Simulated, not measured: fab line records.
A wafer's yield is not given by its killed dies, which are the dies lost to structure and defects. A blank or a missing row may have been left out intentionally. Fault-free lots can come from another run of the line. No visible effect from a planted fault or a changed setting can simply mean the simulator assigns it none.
Which tool is to blame? + flow n5-finfet + 12 lots with 36 wafers sampled at 4 steps, on a route of 1938 steps

## WHAT EACH GAUGE READ, for each wafer
N5_FIN_SAQP_THK_MEAS_07.
| lot  | measured    | on            | thk-nm (nm)    |
|------|-------------|---------------|----------------|
| L075 | day 2 03:55 | film-metro-01 | 58.6 61.0 60.3 |
| L077 | day 2 15:19 | film-metro-01 | 58.5 59.6 59.5 |
| L079 | day 3 03:55 | film-metro-02 | 58.8 58.4 58.1 |
| L081 | day 3 15:40 | film-metro-02 | 60.5 59.6 60.6 |
| L083 | day 4 04:43 | film-metro-02 | 58.3 58.0 59.6 |
| L085 | day 4 17:55 | film-metro-02 | 58.9 59.8 58.7 |
| L087 | day 5 04:35 | film-metro-02 | 60.1 59.8 61.2 |
| L089 | day 5 15:35 | film-metro-02 | 58.7 58.6 59.0 |
| L091 | day 6 04:08 | film-metro-01 | 59.0 59.8 60.4 |
| L093 | day 6 16:02 | film-metro-02 | 58.0 58.7 59.3 |
| L095 | day 7 03:43 | film-metro-01 | 59.1 59.8 60.5 |
| L097 | day 7 16:35 | film-metro-02 | 60.0 59.3 59.8 |

## WHICH TOOL RAN EACH LOT (tool, then ch and the chambers of the sampled wafers, then the start)
| lot  | N5_PMOS_HMC_CHANNEL_EPI_FIN_RECESS_16 | N5_PMOS_HMC_CHANNEL_EPI_CMP_21 | N5_FIN_SAQP_DENSIFY_62          |
|------|---------------------------------------|--------------------------------|---------------------------------|
| L075 | rie-si-03 ch 0,1, day 2 00:32         | cmp-01 ch 0,1,2, day 2 02:07   | rtp-anneal-01 ch 0, day 2 03:26 |
| L077 | rie-si-04 ch 2,3, day 2 12:05         | cmp-04 ch 0,1,2, day 2 13:40   | rtp-anneal-02 ch 0, day 2 14:47 |
| L079 | rie-si-06 ch 0,1,3, day 3 00:01       | cmp-04 ch 0,1,3, day 3 01:56   | rtp-anneal-01 ch 0, day 3 03:25 |
| L081 | rie-si-03 ch 1,2,3, day 3 12:26       | cmp-04 ch 1,2,3, day 3 13:57   | rtp-anneal-02 ch 0, day 3 15:11 |
| L083 | rie-si-06 ch 1,2,3, day 4 00:47       | cmp-04 ch 0,2, day 4 02:25     | rtp-anneal-02 ch 0, day 4 04:01 |
| L085 | rie-si-03 ch 0,3, day 4 12:43         | cmp-03 ch 0,1,2, day 4 14:18   | rtp-anneal-01 ch 0, day 4 17:27 |
| L087 | rie-si-04 ch 0,2, day 4 23:38         | cmp-04 ch 0,2,3, day 5 01:13   | rtp-anneal-01 ch 0, day 5 04:05 |
| L089 | rie-si-03 ch 1,2,3, day 5 11:44       | cmp-01 ch 1,2,3, day 5 13:39   | rtp-anneal-02 ch 0, day 5 15:07 |
| L091 | rie-si-03 ch 0,2, day 6 00:36         | cmp-03 ch 0,1,3, day 6 02:30   | rtp-anneal-02 ch 0, day 6 03:38 |
| L093 | rie-si-04 ch 0,2, day 6 11:35         | cmp-01 ch 0,1,3, day 6 14:07   | rtp-anneal-02 ch 0, day 6 15:31 |
| L095 | rie-si-03 ch 0,2,3, day 6 23:37       | cmp-01 ch 0,3, day 7 02:04     | rtp-anneal-01 ch 0, day 7 03:12 |
| L097 | rie-si-06 ch 0,2, day 7 11:56         | cmp-01 ch 0,1,3, day 7 13:50   | rtp-anneal-01 ch 0, day 7 16:02 |
- N5_PMOS_HMC_CHANNEL_EPI_FIN_RECESS_16: chemistry HBr/Cl2, target Si, target depth 54 nm, time 18 s.
- N5_PMOS_HMC_CHANNEL_EPI_CMP_21: polishes SiGe30, target thk 54 nm.
- N5_FIN_SAQP_DENSIFY_62: time 60 s.

## THE ANSWER, worked out from the rows above alone
Rule: usual is defined by the lots themselves. Put in order of their means at a reading, lots are off if they are a third of the lots or fewer, leave a main group of 4 or more, and stand apart from it by a gap of 3 or more times the standard deviation of the main group's means; of several such gaps the widest counts. Not used: any main group whose means are identical at the precision the tables above print for the reading. Also off: a lot with no number at a reading for which 4 or more lots have one. Any other lot the step has rows for is counted as sound.
None of the lots is off at any reading shown; this tells nothing.

## WHAT HAD BEEN PUT IN BY THE SIMULATOR
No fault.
